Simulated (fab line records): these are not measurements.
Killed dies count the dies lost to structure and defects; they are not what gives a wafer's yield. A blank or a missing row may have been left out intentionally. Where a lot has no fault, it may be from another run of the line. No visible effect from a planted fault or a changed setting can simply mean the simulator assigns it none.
Chamber matching ; flow n5 finfet ; 4 sister chambers for N5_FIN_SAQP_ETCH_65 on rie si-02
The step etches SiO2 in CF4, target depth 4 nm, time 4.4 s. 4 wafers are shown with their chamber, then 11 later ones without.

EACH WAFER AND ITS CHAMBER
wafer;chamber;throttle valve pct (%)
L081.5;1;21.73
L087.3;2;21.55
L087.5;0;21.71
L089.1;3;21.94

WAFERS WHOSE CHAMBER IS MISSING
wafer;throttle valve pct (%)
L089.5;21.70
L089.6;21.74
L090.2;21.70
L090.5;21.70
L090.6;21.97
L091.1;21.71
L091.2;21.74
L091.6;21.54
L095.2;21.53
L095.3;21.70
L095.5;21.96

WHICH CHAMBER EACH WENT THROUGH
wafer;from the rows above;in truth
L089.5;can't be placed: 0 or 1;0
L089.6;can't be placed: 1 or 0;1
L090.2;can't be placed: 0 or 1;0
L090.5;can't be placed: 0 or 1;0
L090.6;3;3
L091.1;can't be placed: 0 or 1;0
L091.2;can't be placed: 1 or 0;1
L091.6;2;2
L095.2;2;2
L095.3;can't be placed: 0 or 1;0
L095.5;3;3
Correctly placed: 4 of 11. Not placeable from these rows: 7 (in 7, the candidates include the true chamber). 0 placed wrongly.
How it was worked out, from the rows above alone: a wafer's distance from a chamber is the root of the sum, over the readings, of the square of ((its reading less the chamber's mean) divided by the reading's scatter). The wafer belongs to the nearest chamber; if the next one is less than 2 further off, it can't be placed. A chamber's mean is the mean of its shown wafers. The scatter: with one shown wafer a chamber, the root of the mean of the squares of how far each hidden wafer lies from its nearest shown one.
